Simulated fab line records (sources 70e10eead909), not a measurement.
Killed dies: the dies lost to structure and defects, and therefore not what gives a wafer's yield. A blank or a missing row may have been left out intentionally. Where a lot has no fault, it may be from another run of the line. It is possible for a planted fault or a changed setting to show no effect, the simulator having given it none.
fab line records    flow nandHarc
record lots=24  wafers=72  lastDay=24
route steps=1159 shown A_CHANNEL_HOLE_D1@488 A_STAIRCASE@591
lots untouched by any fault: they come from a run of this same line in which no faults occurred
startH: the number of hours between the record's first day and the start of the first shown wafer of the lot    waitH: hours from the lot's prior step to this one    " as in the row above    L1.1+2: several wafers, shown together as one row    - no value, or no start given    * or withheld: withheld    < > ~ a bound
route shown NAME@n: a module of which the file shows steps, and the number in the route of the first    usual: mean and standard deviation over wafers with no fault    same: alike in all rows    chamber/n: place in a boat    sites: readings site by site    _std_site: standard deviation of those values    _edge_site: the outer-site mean with the inner-site mean subtracted    radiusMm: for every site, how far away it sits from the centre of the wafer    mask NAME#n: copy n    behind: the tool/chamber that last shaped the wafer    hold: what put the lot on hold/how long, in hours/how the hold closed    device: whichever transistor did not switch (one of n, p or np)    end of line: at the end of the route, the tests of the same wafers    a step with no rows: only its recipe    killed: not the wafer's yield, but the dies lost to structure and defects at the first sort    map: dies across one wafer; x = killed, . = not, _ = none there
set.NAME: the run value of the setting; set.NAME@STEP: its run value at that earlier step    model.NAME: the simulator's own value behind a step, which no gauge read
a sample of lots followed through the steps of the route, with each step as a table and each wafer as a row
services: when a tool's chamber went out of use (startH, in hours from the record's first day, below 0 if earlier), for how many hours, and the reason
## steps
# step NHARC_A_CHANNEL_HOLE_D1_XSEM_31
# recipe landingEnergyEv=35000
# usual botCdNm=74.9/1.4  bowNm=8.7/0.34  tiltDeg=0.08/0.032
lot.wafer  tool     chamber  startH  waitH  botCdNm  bowNm  tiltDeg
L074.1     xsem-01  0        191.05  0.1    73.8     9.4    0.06
L074.4     "        0        "       "      72.9     9.3    0.06
L074.6     "        0        "       "      74.1     9.4    0.06
L076.1     xsem-02  0        195.20  0.1    76.6     8.9    0.03
L076.3     "        0        "       "      77.2     8.8    0.03
L076.5     "        0        "       "      76.6     8.8    0.03
L075.1     xsem-01  0        195.91  0.1    74.9     8.5    0.06
L075.2     "        0        "       "      74.3     8.4    0.06
L075.4     "        0        "       "      78.5     8.4    0.06
L079.3     xsem-02  0        200.58  0.1    76.3     8.8    0.12
L079.5     "        0        "       "      75.7     8.9    0.12
L079.6     "        0        "       "      72.5     8.8    0.12
L078.2     xsem-01  0        200.79  0.1    74.4     8.3    0.11
L078.4     "        0        "       "      75.2     8.3    0.11
L078.5     "        0        "       "      75.7     8.4    0.11
L077.3     xsem-02  0        208.03  0.1    74.4     8.0    0.08
L077.5     "        0        "       "      72.7     8.0    0.08
L077.6     "        0        "       "      75.2     8.1    0.08
L081.2     xsem-01  0        217.15  0.1    75.2     8.9    0.04
L081.3     "        0        "       "      74.9     8.9    0.04
L081.5     "        0        "       "      74.0     8.9    0.04
L080.1     xsem-02  0        217.91  0.1    75.5     8.7    0.02
L080.3     "        0        "       "      74.7     8.7    0.02
L080.5     "        0        "       "      75.8     8.7    0.02
L082.1     xsem-01  0        230.80  0.1    73.9     7.8    0.03
L082.4     "        0        "       "      75.0     7.9    0.03
L082.5     "        0        "       "      73.1     7.8    0.03
L084.2     xsem-02  0        231.18  0.1    76.0     8.6    0.13
L084.4     "        0        "       "      76.0     8.7    0.13
L084.6     "        0        "       "      75.0     8.6    0.13
L083.2     xsem-01  0        234.95  0.1    74.4     8.9    0.14
L083.4     "        0        "       "      76.3     8.8    0.14
L083.6     "        0        "       "      76.2     8.8    0.14
L086.2     xsem-02  0        259.10  0.1    74.7     9.0    0.06
L086.4     "        0        "       "      71.9     9.0    0.05
L086.6     "        0        "       "      74.8     9.0    0.06
L085.4     xsem-01  0        259.30  0.1    75.5     8.6    0.09
L085.5     "        0        "       "      74.0     8.5    0.08
L085.6     "        0        "       "      74.4     8.6    0.09
L087.1     xsem-02  0        263.25  0.1    75.8     9.0    0.10
L087.2     "        0        "       "      76.2     9.1    0.10
L087.4     "        0        "       "      74.2     9.0    0.10
L089.1     xsem-01  0        275.52  0.1    73.4     8.4    0.11
L089.4     "        0        "       "      71.8     8.5    0.10
L089.5     "        0        "       "      74.9     8.5    0.10
L088.1     xsem-02  0        275.86  0.1    76.2     8.2    0.09
L088.5     "        0        "       "      75.4     8.2    0.09
L088.6     "        0        "       "      76.6     8.3    0.08
L090.3     xsem-01  0        279.99  0.1    73.3     8.7    0.11
L090.4     "        0        "       "      75.5     8.8    0.11
L090.6     "        0        "       "      75.4     8.7    0.11
L091.1     xsem-02  0        281.29  0.1    76.3     9.0    0.06
L091.2     "        0        "       "      72.7     9.0    0.06
L091.3     "        0        "       "      73.5     9.0    0.06
L092.3     xsem-01  0        290.09  0.1    71.3     8.5    0.07
L092.4     "        0        "       "      72.1     8.7    0.07
L092.5     "        0        "       "      71.9     8.6    0.07
L093.2     xsem-02  0        295.89  0.1    74.5     9.0    0.05
L093.3     "        0        "       "      77.0     8.9    0.05
L093.5     "        0        "       "      74.9     9.0    0.05
L094.1     xsem-01  0        300.27  0.1    75.8     8.5    0.07
L094.4     "        0        "       "      73.9     8.6    0.07
L094.6     "        0        "       "      74.7     8.5    0.06
L095.2     xsem-02  0        301.52  0.1    73.8     8.6    0.12
L095.5     "        0        "       "      75.2     8.6    0.12
L095.6     "        0        "       "      75.1     8.5    0.12
L096.3     xsem-01  0        311.66  0.1    77.0     8.8    0.05
L096.5     "        0        "       "      75.2     8.7    0.05
L096.6     "        0        "       "      76.3     8.7    0.05
L097.1     xsem-02  0        322.40  0.1    76.0     8.5    0.07
L097.2     "        0        "       "      74.3     8.5    0.07
L097.4     "        0        "       "      76.8     8.5    0.07
# step NHARC_A_STAIRCASE_ETCH_197
# recipe targetDepthA=1000  timeS=40.5  ionEnergyEv=400  c4f8FlowSccm=20  o2FlowSccm=10  arFlowSccm=withheld  rfW=600  biasW=1000  chemistry=C4F8/O2
# usual oesProductAu=0.945/0.016  rfVppV=898/5.8
lot.wafer  tool        chamber  startH  waitH  oesProductAu  rfHoursCounterH  rfVppV
L074.4     rieDiel-11  0        -       -      0.904         20               906
L074.1     "           2        "       "      0.926         14               905
L074.6     "           0        "       "      0.911         -                905
L076.1     rieDiel-11  3        -       -      0.944         14               899
L076.3     "           1        "       "      0.954         21               889
L076.5     "           2        "       "      0.937         -                906
L075.2     rieDiel-11  0        -       -      0.930         21               905
L075.1     "           1        "       "      0.954         21               890
L075.4     "           2        "       "      0.951         15               905
L078.4     rieDiel-10  3        -       -      0.941         27               889
L078.2     "           0        "       "      0.944         28               896
L078.5     "           0        "       "      0.936         -                896
L079.3     rieDiel-11  1        -       -      0.928         23               889
L079.5     "           2        "       "      0.936         -                906
L079.6     "           3        "       "      0.938         -                900
L077.3     rieDiel-11  3        -       -      0.935         20               900
L077.5     "           3        "       "      0.948         -                899
L077.6     "           0        "       "      0.926         -                905
L081.3     rieDiel-09  2        -       -      0.962         4                897
L081.2     "           3        "       "      0.954         4                889
L081.5     "           1        "       "      0.950         -                903
L080.3     rieDiel-11  0        -       -      0.925         32               905
L080.1     "           2        "       "      0.950         25               907
L080.5     "           3        "       "      0.934         -                899
L082.1     rieDiel-11  0        -       -      0.940         37               905
L082.4     "           2        "       "      0.936         29               905
L082.5     "           3        "       "      0.941         -                899
L084.2     rieDiel-10  0        -       -      0.987         40               895
L084.4     "           3        "       "      0.989         39               887
L084.6     "           0        "       "      0.993         -                896
L083.4     rieDiel-11  3        -       -      0.953         30               900
L083.2     "           0        "       "      0.939         38               906
L083.6     "           2        "       "      0.937         -                905
L087.1     rieDiel-10  0        -       -      0.955         51               896
L087.2     "           3        "       "      0.955         50               888
L087.4     "           2        "       "      0.960         -                893
L085.4     rieDiel-09  0        -       -      0.937         22               892
L085.5     "           0        "       "      0.936         -                893
L085.6     "           1        "       "      0.947         -                901
L086.2     rieDiel-10  0        -       -      0.946         52               896
L086.4     "           3        "       "      0.942         -                887
L086.6     "           2        "       "      0.950         -                893
L088.1     rieDiel-10  0        -       -      0.935         55               896
L088.6     "           3        "       "      0.948         -                887
L088.5     "           0        "       "      0.944         -                894
L089.4     rieDiel-11  3        -       -      0.945         43               899
L089.1     "           1        "       "      0.960         48               889
L089.5     "           0        "       "      0.945         -                903
L091.3     rieDiel-11  3        -       -      0.959         46               898
L091.1     "           0        "       "      0.943         55               904
L091.2     "           2        "       "      0.933         44               906
L090.4     rieDiel-10  3        -       -      0.918         57               888
L090.3     "           0        "       "      0.918         58               897
L090.6     "           1        "       "      0.930         -                900
L092.3     rieDiel-10  0        -       -      0.940         62               895
L092.4     "           1        "       "      0.938         57               898
L092.5     "           1        "       "      0.930         -                899
L093.3     rieDiel-11  2        -       -      0.910         50               904
L093.2     "           0        "       "      0.926         59               905
L093.5     "           1        "       "      0.938         -                889
L095.2     rieDiel-09  0        -       -      0.943         38               893
L095.5     "           2        "       "      0.940         -                896
L095.6     "           0        "       "      0.941         -                892
L094.4     rieDiel-10  1        -       -      0.951         0                902
L094.1     "           2        "       "      0.960         0                894
L094.6     "           1        "       "      0.949         -                897
L096.3     rieDiel-10  3        -       -      0.968         4                906
L096.6     "           3        "       "      0.971         -                905
L096.5     "           0        "       "      0.979         -                896
L097.2     rieDiel-09  2        -       -      0.970         47               895
L097.1     "           1        "       "      0.958         46               900
L097.4     "           1        "       "      0.960         -                901
# step NHARC_A_STAIRCASE_STRIP_205
# recipe powerW=1500  tempC=250  chemistry=O2
# usual drypumpMotorCurrentA=5.6/0.38  heaterPowerW=304/34  rfReflPowerW=27/17  tempC=249.99/0.16
lot.wafer  tool            chamber  startH  waitH  drypumpMotorCurrentA  heaterPowerW  rfHoursCounterH  rfReflPowerW  tempC
L074.1     plasmaAsher-02  1        252.98  0.1    5.8                   319           19               10            249.67
L074.4     "               0        "       "      5.3                   289           -                50            249.87
L074.6     "               1        "       "      5.8                   306           -                9             249.60
L076.1     plasmaAsher-02  0        254.89  0.1    5.3                   285           20               49            249.78
L076.3     "               0        "       "      5.3                   292           -                49            249.86
L076.5     "               0        "       "      5.3                   290           -                49            249.69
L075.1     plasmaAsher-01  1        255.15  0.3    6.2                   364           50               30            249.98
L075.2     "               0        "       "      5.1                   260           50               12            250.25
L075.4     "               0        "       "      5.1                   264           -                12            250.23
L079.3     plasmaAsher-02  0        259.17  0.2    5.3                   290           -                -             250.07
L079.6     "               1        "       "      5.8                   311           -                -             250.22
L079.5     "               0        "       "      5.3                   296           -                -             250.03
L078.2     plasmaAsher-01  0        260.49  0.1    5.1                   263           52               15            250.05
L078.4     "               1        "       "      6.1                   376           -                31            250.25
L078.5     "               1        "       "      6.1                   374           -                31            249.99
L077.3     plasmaAsher-01  0        267.91  0.2    5.1                   267           -                13            249.94
L077.5     "               1        "       "      6.2                   375           -                30            249.84
L077.6     "               0        "       "      5.1                   261           -                14            249.74
L081.2     plasmaAsher-02  1        279.25  0.1    5.8                   300           29               9             250.05
L081.3     "               0        "       "      5.3                   285           -                49            249.90
L081.5     "               1        "       "      5.8                   303           -                9             249.96
L080.1     plasmaAsher-02  1        280.78  0.1    5.8                   317           30               9             250.11
L080.3     "               1        "       "      5.9                   316           -                10            249.91
L080.5     "               1        "       "      5.8                   315           -                9             249.97
L082.1     plasmaAsher-02  1        292.35  0.1    5.8                   310           35               9             250.11
L082.4     "               1        "       "      5.8                   311           -                10            249.90
L082.5     "               0        "       "      5.3                   303           -                49            250.07
L084.2     plasmaAsher-01  0        292.44  0.1    5.1                   253           2                14            249.86
L084.4     "               0        "       "      5.1                   247           -                14            249.91
L084.6     "               1        "       "      6.1                   375           -                30            250.06
L083.2     plasmaAsher-02  1        295.85  0.1    5.8                   304           37               10            250.14
L083.4     "               0        "       "      5.2                   289           -                49            250.21
L083.6     "               1        "       "      5.8                   306           -                9             249.58
L087.2     plasmaAsher-01  1        323.73  0.3    6.2                   370           12               31            250.00
L087.1     "               0        "       "      5.1                   248           12               14            250.11
L087.4     "               0        "       "      5.1                   256           -                13            250.02
L085.4     plasmaAsher-02  1        324.33  0.8    5.8                   304           -                9             250.34
L085.5     "               1        "       "      5.8                   308           -                9             250.01
L085.6     "               0        "       "      5.2                   290           -                49            250.17
L086.2     plasmaAsher-02  1        326.74  0.1    5.8                   296           45               9             249.93
L086.4     "               1        "       "      5.8                   306           -                9             250.17
L086.6     "               0        "       "      5.3                   296           -                50            249.93
L088.1     plasmaAsher-01  0        333.99  0.1    5.1                   246           15               13            249.87
L088.5     "               1        "       "      6.1                   369           -                30            249.85
L088.6     "               0        "       "      5.1                   256           -                14            250.10
L089.1     plasmaAsher-02  1        334.00  0.1    5.9                   308           48               9             249.85
L089.4     "               0        "       "      5.2                   293           -                49            250.15
L089.5     "               0        "       "      5.2                   292           -                48            249.97
L091.1     plasmaAsher-02  1        338.82  0.1    5.8                   310           51               9             250.04
L091.2     "               0        "       "      5.2                   289           51               50            249.74
L091.3     "               0        "       "      5.2                   289           -                50            249.78
L090.3     plasmaAsher-02  0        339.55  0.2    5.2                   294           -                49            250.12
L090.4     "               1        "       "      5.8                   304           -                9             250.24
L090.6     "               0        "       "      5.3                   291           -                49            250.21
L092.4     plasmaAsher-02  0        350.39  0.2    5.2                   291           -                48            250.25
L092.3     "               1        "       "      5.8                   311           -                9             250.02
L092.5     "               0        "       "      5.2                   292           -                49            250.17
L093.2     plasmaAsher-02  0        354.78  0.1    5.3                   294           55               49            249.88
L093.3     "               0        "       "      5.3                   296           -                50            249.94
L093.5     "               0        "       "      5.3                   296           -                49            250.02
L095.2     plasmaAsher-01  0        363.66  0.1    5.1                   248           28               13            250.01
L095.6     "               1        "       "      6.1                   363           -                31            250.12
L095.5     "               0        "       "      5.1                   251           -                13            249.94
L094.1     plasmaAsher-02  1        364.30  0.1    5.9                   311           60               9             249.66
L094.4     "               1        "       "      5.9                   311           -                9             250.11
L094.6     "               0        "       "      5.3                   293           -                48            249.87
L096.3     plasmaAsher-02  0        377.99  0.2    5.3                   286           -                49            249.95
L096.6     "               0        "       "      5.3                   284           -                50            249.99
L096.5     "               1        "       "      5.9                   298           -                9             250.12
L097.2     plasmaAsher-01  1        386.36  0.1    6.1                   365           37               29            250.02
L097.1     "               0        "       "      5.1                   258           37               12            250.00
L097.4     "               0        "       "      5.1                   253           -                14            249.98
# step NHARC_A_STAIRCASE_ETCH_223
# recipe targetDepthA=1000  timeS=40.5  ionEnergyEv=400  c4f8FlowSccm=20  o2FlowSccm=10  arFlowSccm=withheld  rfW=600  biasW=1000  chemistry=C4F8/O2
# usual oesProductAu=0.943/0.014  rfVppV=897/5.8
lot.wafer  tool        chamber  startH  waitH  oesProductAu  rfHoursCounterH  rfVppV
L074.1     rieDiel-10  0        -       -      0.946         27               895
L074.4     "           3        "       "      0.944         26               887
L074.6     "           1        "       "      0.950         -                900
L076.3     rieDiel-10  0        -       -      0.926         28               896
L076.1     "           3        "       "      0.937         27               888
L076.5     "           0        "       "      0.927         -                897
L075.1     rieDiel-11  0        -       -      0.909         23               905
L075.4     "           2        "       "      0.930         17               907
L075.2     "           3        "       "      0.917         16               899
L079.3     rieDiel-10  1        -       -      0.948         31               900
L079.6     "           2        "       "      0.924         -                894
L079.5     "           3        "       "      0.937         -                888
L078.2     rieDiel-10  3        -       -      0.953         31               889
L078.4     "           0        "       "      0.935         32               896
L078.5     "           2        "       "      0.953         -                894
L077.3     rieDiel-10  1        -       -      0.946         33               899
L077.5     "           1        "       "      0.961         -                900
L077.6     "           2        "       "      0.960         -                893
L081.2     rieDiel-10  3        -       -      0.955         36               887
L081.3     "           1        "       "      0.944         38               899
L081.5     "           0        "       "      0.965         -                897
L080.1     rieDiel-09  3        -       -      0.964         8                888
L080.3     "           1        "       "      0.946         6                900
L080.5     "           2        "       "      0.966         -                897
L082.1     rieDiel-11  3        -       -      0.937         30               899
L082.4     "           1        "       "      0.926         36               888
L082.5     "           3        "       "      0.937         -                901
L084.2     rieDiel-09  0        -       -      0.944         12               895
L084.4     "           3        "       "      0.953         12               888
L084.6     "           1        "       "      0.952         -                899
L083.2     rieDiel-10  2        -       -      0.941         41               893
L083.4     "           0        "       "      0.957         43               896
L083.6     "           3        "       "      0.950         -                888
L087.1     rieDiel-09  3        -       -      0.956         23               888
L087.2     "           0        "       "      0.926         23               893
L087.4     "           2        "       "      0.963         21               897
L085.4     rieDiel-09  3        -       -      0.967         24               888
L085.6     "           0        "       "      0.945         -                893
L085.5     "           1        "       "      0.941         -                902
L086.4     rieDiel-11  2        -       -      0.927         40               905
L086.2     "           3        "       "      0.936         42               899
L086.6     "           2        "       "      0.929         -                904
L088.1     rieDiel-09  0        -       -      0.953         27               894
L088.5     "           0        "       "      0.949         -                895
L088.6     "           1        "       "      0.958         -                902
L089.4     rieDiel-11  2        -       -      0.931         43               904
L089.1     "           0        "       "      0.935         54               905
L089.5     "           2        "       "      0.925         -                905
L091.3     rieDiel-11  3        -       -      0.950         46               900
L091.1     "           0        "       "      0.931         56               905
L091.2     "           1        "       "      0.929         51               889
L090.3     rieDiel-11  3        -       -      0.942         47               899
L090.4     "           0        "       "      0.931         56               905
L090.6     "           1        "       "      0.937         -                889
L092.4     rieDiel-10  3        -       -      0.940         63               886
L092.3     "           2        "       "      0.944         61               893
L092.5     "           0        "       "      0.947         -                896
L093.3     rieDiel-11  2        -       -      0.917         53               903
L093.2     "           0        "       "      0.919         61               903
L093.5     "           2        "       "      0.908         -                905
L095.2     rieDiel-10  2        -       -      0.958         1                893
L095.5     "           0        "       "      0.971         -                896
L095.6     "           1        "       "      0.955         -                900
L094.1     rieDiel-09  1        -       -      0.949         39               902
L094.6     "           1        "       "      0.942         -                899
L094.4     "           0        "       "      0.938         -                893
L096.3     rieDiel-10  1        -       -      0.955         6                899
L096.6     "           2        "       "      0.957         -                892
L096.5     "           3        "       "      0.953         -                907
L097.4     rieDiel-11  2        -       -      0.937         5                904
L097.1     "           0        "       "      0.927         6                905
L097.2     "           1        "       "      0.930         5                887
# step NHARC_A_STAIRCASE_DESCUM_252
# recipe timeS=3  o2FlowSccm=200  arFlowSccm=0  biasPowerW=0  chemistry=O2
# usual drypumpMotorCurrentA=5.7/0.47  oesProductAu=1.000/0.0094  rfVppV=57.9/1  showerheadPlenumPTorr=1.94/0.1  throttleValvePct=11.311/0.01
lot.wafer  tool        chamber  startH  waitH  drypumpMotorCurrentA  oesProductAu  rfHoursCounterH  rfVppV  showerheadPlenumPTorr  throttleValvePct
L074.4     rieDiel-11  1        258.81  -      5.9                   1.000         24               56.9    1.81                   11.298
L074.1     "           2        "       "      5.9                   0.992         18               58.8    2.07                   11.321
L074.6     "           0        "       "      6.5                   0.984         -                58.1    2.07                   11.312
L075.1     rieDiel-11  0        261.38  -      6.4                   0.988         25               58.5    2.07                   11.316
L075.4     "           1        "       "      5.9                   1.009         25               57.1    1.81                   11.302
L075.2     "           2        "       "      5.9                   0.997         19               57.3    2.07                   11.326
L076.3     rieDiel-10  1        262.92  -      5.1                   1.001         32               56.7    1.97                   11.313
L076.1     "           3        "       "      6.2                   1.000         31               58.3    1.78                   11.309
L076.5     "           3        "       "      6.2                   0.999         -                55.8    1.78                   11.301
L079.3     rieDiel-11  1        264.71  -      5.9                   1.006         26               57.4    1.81                   11.315
L079.6     "           0        "       "      6.5                   0.995         -                60.3    2.07                   11.305
L079.5     "           1        "       "      5.9                   1.013         -                58.1    1.81                   11.287
L078.4     rieDiel-09  2        265.82  -      5.5                   1.021         1                57.0    1.92                   11.317
L078.2     "           3        "       "      5.7                   1.014         1                56.8    1.80                   11.316
L078.5     "           2        "       "      5.5                   1.020         -                58.9    1.92                   11.314
L077.3     rieDiel-11  1        272.89  -      5.9                   1.008         29               58.7    1.81                   11.311
L077.5     "           3        "       "      5.5                   0.991         -                56.9    1.97                   11.299
L077.6     "           0        "       "      6.5                   0.986         -                57.9    2.07                   11.323
L081.3     rieDiel-11  1        284.39  -      5.9                   0.992         33               56.1    1.81                   11.308
L081.2     "           2        "       "      5.9                   0.993         26               59.3    2.07                   11.306
L081.5     "           2        "       "      5.9                   0.990         -                58.5    2.07                   11.302
L080.3     rieDiel-11  1        286.41  -      5.9                   0.995         33               56.8    1.81                   11.297
L080.1     "           3        "       "      5.5                   0.994         26               58.3    1.97                   11.333
L080.5     "           0        "       "      6.5                   0.985         -                57.5    2.06                   11.302
L082.1     rieDiel-10  3        297.86  -      6.1                   0.995         42               56.7    1.78                   11.307
L082.4     "           1        "       "      5.1                   1.006         44               58.3    1.97                   11.310
L082.5     "           0        "       "      5.3                   1.009         -                57.7    1.92                   11.313
L084.2     rieDiel-10  2        299.67  -      5.3                   0.994         42               56.6    1.87                   11.330
L084.4     "           3        "       "      6.2                   0.992         43               58.5    1.78                   11.293
L084.6     "           3        "       "      6.2                   1.000         -                59.2    1.78                   11.302
L083.4     rieDiel-11  0        300.97  -      6.5                   0.984         40               58.2    2.06                   11.307
L083.2     "           2        "       "      5.9                   0.985         31               57.2    2.07                   11.314
L083.6     "           0        "       "      6.5                   0.998         -                57.4    2.06                   11.310
L087.1     rieDiel-09  2        329.15  -      5.5                   1.022         23               58.0    1.91                   11.297
L087.4     "           3        "       "      5.7                   1.021         25               56.2    1.79                   11.320
L087.2     "           1        "       "      4.8                   0.988         22               57.2    1.99                   11.317
L085.4     rieDiel-11  0        329.83  -      6.5                   0.988         52               59.2    2.06                   11.325
L085.5     "           2        "       "      5.9                   0.987         -                58.4    2.06                   11.304
L085.6     "           3        "       "      5.5                   1.009         -                57.8    1.96                   11.309
L086.2     rieDiel-11  0        332.02  -      6.5                   0.983         52               59.2    2.06                   11.300
L086.4     "           1        "       "      5.9                   1.004         48               58.5    1.80                   11.318
L086.6     "           3        "       "      5.5                   1.007         -                58.2    1.96                   11.330
L089.4     rieDiel-10  3        339.34  -      6.2                   1.002         58               55.7    1.78                   11.320
L089.1     "           2        "       "      5.3                   1.008         56               58.5    1.87                   11.299
L089.5     "           3        "       "      6.2                   1.006         -                57.6    1.78                   11.321
L088.1     rieDiel-11  3        339.72  -      5.5                   1.011         46               57.9    1.96                   11.311
L088.6     "           0        "       "      6.5                   0.992         -                59.4    2.06                   11.301
L088.5     "           1        "       "      5.9                   1.007         -                58.0    1.80                   11.294
L091.1     rieDiel-09  2        344.24  -      5.5                   0.996         30               58.0    1.91                   11.322
L091.2     "           3        "       "      5.7                   1.002         31               57.1    1.79                   11.326
L091.3     "           0        "       "      5.4                   0.993         30               57.7    1.87                   11.307
L090.3     rieDiel-09  1        344.75  -      4.8                   0.997         29               59.6    1.99                   11.325
L090.4     "           3        "       "      5.7                   1.008         31               56.6    1.79                   11.312
L090.6     "           1        "       "      4.8                   0.989         -                60.2    1.99                   11.319
L092.4     rieDiel-11  3        356.69  -      5.5                   1.007         53               57.9    1.96                   11.305
L092.3     "           0        "       "      6.5                   0.984         61               59.8    2.06                   11.324
L092.5     "           2        "       "      5.9                   0.985         -                58.3    2.06                   11.308
L093.3     rieDiel-11  1        361.45  -      5.9                   1.002         61               56.4    1.80                   11.329
L093.2     "           2        "       "      5.9                   0.992         56               58.6    2.06                   11.334
L093.5     "           1        "       "      5.9                   1.005         -                57.4    1.80                   11.293
L095.2     rieDiel-10  0        369.16  -      5.4                   1.028         2                57.9    1.91                   11.310
L095.5     "           3        "       "      6.2                   1.006         -                59.0    2.08                   11.289
L095.6     "           0        "       "      5.3                   1.016         -                59.0    1.91                   11.314
L094.1     rieDiel-09  2        371.05  -      5.5                   1.005         41               55.9    1.90                   11.316
L094.6     "           1        "       "      4.8                   0.999         -                58.8    1.98                   11.311
L094.4     "           2        "       "      5.6                   1.000         -                59.2    1.90                   11.300
L096.3     rieDiel-10  0        383.16  -      5.3                   1.006         7                57.8    1.91                   11.307
L096.5     "           2        "       "      5.3                   1.007         -                56.1    1.86                   11.329
L096.6     "           3        "       "      6.2                   0.997         -                58.1    2.07                   11.315
L097.2     rieDiel-10  3        391.95  -      6.1                   1.000         10               58.2    2.07                   11.298
L097.1     "           0        "       "      5.3                   1.011         11               56.7    1.91                   11.284
L097.4     "           1        "       "      5.1                   1.009         9                58.3    1.96                   11.334
# step NHARC_A_STAIRCASE_ETCH_253
# recipe targetDepthA=500  timeS=20.2  ionEnergyEv=400  c4f8FlowSccm=20  o2FlowSccm=10  arFlowSccm=withheld  rfW=600  biasW=1000  chemistry=C4F8/O2
# usual oesProductAu=0.953/0.022  rfVppV=897/6.1
lot.wafer  tool        chamber  startH  waitH  oesProductAu  rfHoursCounterH  rfVppV
L074.1     rieDiel-11  0        258.91  0.1    0.927         24               904
L074.4     "           2        "       "      0.941         18               904
L074.6     "           0        "       "      0.921         -                904
L075.1     rieDiel-11  3        261.46  0.1    0.950         18               900
L075.2     "           1        "       "      0.977         25               890
L075.4     "           2        "       "      0.977         19               904
L076.3     rieDiel-10  3        263.03  0.1    0.946         31               888
L076.1     "           0        "       "      0.946         32               897
L076.5     "           0        "       "      0.950         -                897
L079.3     rieDiel-11  3        264.80  0.1    0.976         19               900
L079.6     "           1        "       "      0.977         -                889
L079.5     "           2        "       "      0.982         -                906
L078.2     rieDiel-09  0        265.90  0.1    0.972         1                893
L078.4     "           2        "       "      0.984         1                897
L078.5     "           3        "       "      0.986         -                890
L077.3     rieDiel-11  1        272.97  0.1    0.928         29               889
L077.6     "           3        "       "      0.921         -                898
L077.5     "           0        "       "      0.912         -                905
L081.3     rieDiel-11  0        284.49  0.1    0.969         34               905
L081.2     "           1        "       "      0.970         33               889
L081.5     "           2        "       "      0.963         -                905
L080.3     rieDiel-11  3        286.55  0.1    0.957         26               900
L080.1     "           0        "       "      0.940         34               904
L080.5     "           1        "       "      0.942         -                888
L082.4     rieDiel-10  1        297.96  0.1    0.969         44               900
L082.1     "           2        "       "      0.963         42               894
L082.5     "           3        "       "      0.938         -                887
L084.4     rieDiel-10  3        299.76  0.1    0.965         43               888
L084.2     "           1        "       "      0.981         44               898
L084.6     "           3        "       "      0.962         -                889
L083.2     rieDiel-11  3        301.06  0.1    0.931         32               899
L083.4     "           2        "       "      0.905         31               904
L083.6     "           0        "       "      0.914         -                905
L087.1     rieDiel-09  3        329.29  0.1    0.965         25               889
L087.4     "           0        "       "      0.950         25               892
L087.2     "           1        "       "      0.959         22               901
L085.4     rieDiel-11  3        329.91  0.1    0.953         42               901
L085.5     "           0        "       "      0.947         -                905
L085.6     "           1        "       "      0.960         -                888
L086.2     rieDiel-11  2        332.11  0.1    0.959         41               906
L086.4     "           0        "       "      0.941         52               904
L086.6     "           1        "       "      0.966         -                891
L089.4     rieDiel-10  2        339.44  0.1    0.941         56               893
L089.1     "           3        "       "      0.931         58               887
L089.5     "           3        "       "      0.928         -                888
L088.1     rieDiel-11  2        339.80  0.1    0.954         45               904
L088.6     "           3        "       "      0.980         -                899
L088.5     "           0        "       "      0.940         -                906
L091.2     rieDiel-09  0        344.33  0.1    0.920         30               891
L091.3     "           1        "       "      0.917         29               900
L091.1     "           3        "       "      0.940         31               888
L090.4     rieDiel-09  0        344.84  0.1    0.976         30               894
L090.3     "           1        "       "      0.964         29               900
L090.6     "           3        "       "      0.997         -                890
L092.4     rieDiel-11  2        356.93  0.2    0.912         53               903
L092.3     "           0        "       "      0.916         61               905
L092.5     "           1        "       "      0.931         -                890
L093.3     rieDiel-11  3        361.54  0.1    0.992         56               898
L093.2     "           2        "       "      0.946         56               905
L093.5     "           0        "       "      0.966         -                904
L095.2     rieDiel-10  3        369.24  0.1    0.947         2                905
L095.6     "           3        "       "      0.950         -                907
L095.5     "           0        "       "      0.972         -                896
L094.1     rieDiel-09  1        371.13  0.1    0.939         40               901
L094.6     "           2        "       "      0.955         -                896
L094.4     "           0        "       "      0.949         -                893
L096.3     rieDiel-10  3        383.24  0.1    0.957         7                907
L096.6     "           1        "       "      0.978         -                899
L096.5     "           2        "       "      0.973         -                892
L097.2     rieDiel-10  2        392.03  0.1    0.976         8                894
L097.1     "           0        "       "      0.987         11               896
L097.4     "           1        "       "      0.999         9                900
## services
tool            chamber  startH  hours  kind
rieDiel-11      0        168.77  -      clean
rieDiel-11      1        168.77  -      clean
rieDiel-11      3        170.06  4.1    repair
rieDiel-10      -        176.50  9.0    pm
rieDiel-11      2        178.22  28.1   repair
rieDiel-11      -        189.57  9.0    pm
plasmaAsher-02  -        189.65  9.0    pm
rieDiel-09      0        195.54  6.6    repair
rieDiel-09      2        206.77  3.1    repair
rieDiel-11      2        215.98  7.2    repair
rieDiel-10      0        219.55  4.4    repair
rieDiel-11      3        222.43  15.8   repair
rieDiel-09      -        254.16  9.0    pm
rieDiel-10      2        262.69  2.8    repair
plasmaAsher-01  -        276.00  9.0    pm
plasmaAsher-02  -        286.69  1.3    repair
xsem-02         -        302.00  14.0   pm
rieDiel-11      1        303.45  4.2    repair
rieDiel-10      1        321.61  9.0    repair
rieDiel-10      2        332.57  1.5    repair
rieDiel-09      3        361.78  33.2   repair
rieDiel-11      -        366.57  9.0    pm
plasmaAsher-02  -        366.65  9.0    pm
plasmaAsher-01  -        391.48  4.0    repair
## key
fault none
